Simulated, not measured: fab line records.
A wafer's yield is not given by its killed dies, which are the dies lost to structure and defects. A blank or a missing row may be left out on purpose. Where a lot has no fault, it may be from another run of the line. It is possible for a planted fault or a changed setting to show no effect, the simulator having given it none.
2 desks looking at one fault -- flow nand harc -- each desk has only its own numbers; what lay behind them comes last

METROLOGY DESK
Lot by lot, what the gauges showed, no matter which tool ran the lot: averages of those sampled wafers that carry a number. Any lot whose mean is over 4 standard deviations away from the usual mean is out of limits and marked OUT; that distance is given in the brackets.
Columns: A = cd nm at NHARC_A_CONTACT_CD_MEAS_15, usual 190.2 nm
lot,first seen here,A
L256,day 22 17:49,189.9
L255,day 23 01:23,191.2
L260,day 23 14:32,190.5
L262,day 25 00:21,190.9
L264,day 26 05:03,189.9
L269,day 28 05:19,191.1
L270,day 28 13:43,190.2
L271,day 29 08:19,191.0
L273,day 29 13:48,190.6
L272,day 29 16:54,190.6
L274,day 30 09:55,189.8
L275,day 30 16:34,189.7
L278,day 31 08:49,189.8
Finding of this desk: none of the 13 lots has anything out of limits.

TOOL OWNER'S DESK, litho track-04
Per lot that ran on this tool, the mean of the sampled wafers carrying a number, from the tool's own readings at NHARC_A_BLC_SOFTBAKE_05 (time 55 s). Any lot whose mean is over 4 standard deviations away from the usual mean is out of limits and marked OUT; that distance is given in the brackets.
Columns: A = exhaust pa at NHARC_A_BLC_SOFTBAKE_05, usual 44.9 Pa; B = heater power total W at NHARC_A_BLC_SOFTBAKE_05, usual 188.45 W
lot,first seen here,A,B
L256,day 22 20:00,46.0,188.57
L255,day 23 03:00,44.0,188.40
L262,day 25 02:00,46.0,175.45 (-93) OUT
Finding of this desk: L262 out of limits; the first was L262 at day 25 02:00, on heater power total W at NHARC_A_BLC_SOFTBAKE_05. Within limits: L256, L255.

PUT TOGETHER
At day 25 02:00, on L262, the tool owner's desk was in a position to raise an alarm.
The metrology desk saw nothing out of limits.
The metrology desk holds a record of L262, inside its limits.
NHARC_A_BLC_SOFTBAKE_05 was run on litho track-04 by each of the lots named.

WHAT THE SIMULATOR HAD INSERTED
Drift in process parameters on litho track-04 at NHARC_A_BLC_SOFTBAKE_05, starting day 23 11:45. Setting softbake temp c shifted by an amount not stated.
Lots struck among those shown: L262.
Delay in hours, fault start to first out-of-limits reading, by desk: the tool owner's desk at 38.
